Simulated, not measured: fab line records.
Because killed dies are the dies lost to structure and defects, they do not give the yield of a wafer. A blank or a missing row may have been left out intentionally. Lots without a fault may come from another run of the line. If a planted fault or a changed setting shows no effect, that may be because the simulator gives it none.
Matching of chambers	flow nand_harc	rie_diel-06 running NHARC_A_ZERO_WELL_DESCUM_12: 4 sister chambers
The step chemistry O2, time 3 s. 8 wafers are shown with their chamber, then 8 later ones without.

WAFERS WITH THEIR CHAMBER
wafer	chamber	drypump_motor_current_A (A)	rf_vpp_V (V)
L930.4	3	5.7	57.7
L930.6	1	5.9	58.3
L933.2	2	5.7	56.4
L933.4	3	5.6	58.9
L936.2	1	5.9	57.4
L936.4	0	6.5	57.9
L936.5	0	6.5	59.4
L937.2	2	5.8	56.4

WAFERS MISSING THEIR CHAMBER
wafer	drypump_motor_current_A (A)	rf_vpp_V (V)
L937.4	5.9	57.4
L937.5	5.9	58.0
L938.1	5.9	55.5
L938.4	5.7	57.5
L938.5	6.5	57.8
L941.1	5.9	58.5
L941.2	5.6	57.3
L941.5	6.5	57.4

THE CHAMBER EACH PASSED THROUGH
wafer	from the rows above	in truth
L937.4	1	1
L937.5	1	1
L938.1	can't be placed: 1 or 2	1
L938.4	can't be placed: 3 or 2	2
L938.5	0	0
L941.1	1	1
L941.2	can't be placed: 3 or 2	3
L941.5	0	0
Correct placement for 5 of the 8. Unplaceable from these rows: 3, with the true chamber sitting among the candidates in 3. Placed wrongly: 0.
How it was worked out, from the rows above alone: a wafer's distance from a chamber is the root of the sum, over the readings, of the square of ((its reading less the chamber's mean) divided by the reading's scatter). If the next closest chamber is less than 2 further off than the closest, the wafer can't be placed; otherwise it belongs to the closest. The mean given for a chamber averages the wafers shown for that chamber. The scatter is the square root of a quotient: the sum, over the shown wafers, of each reading's squared deviation from its chamber's mean, divided by wafers minus chambers.
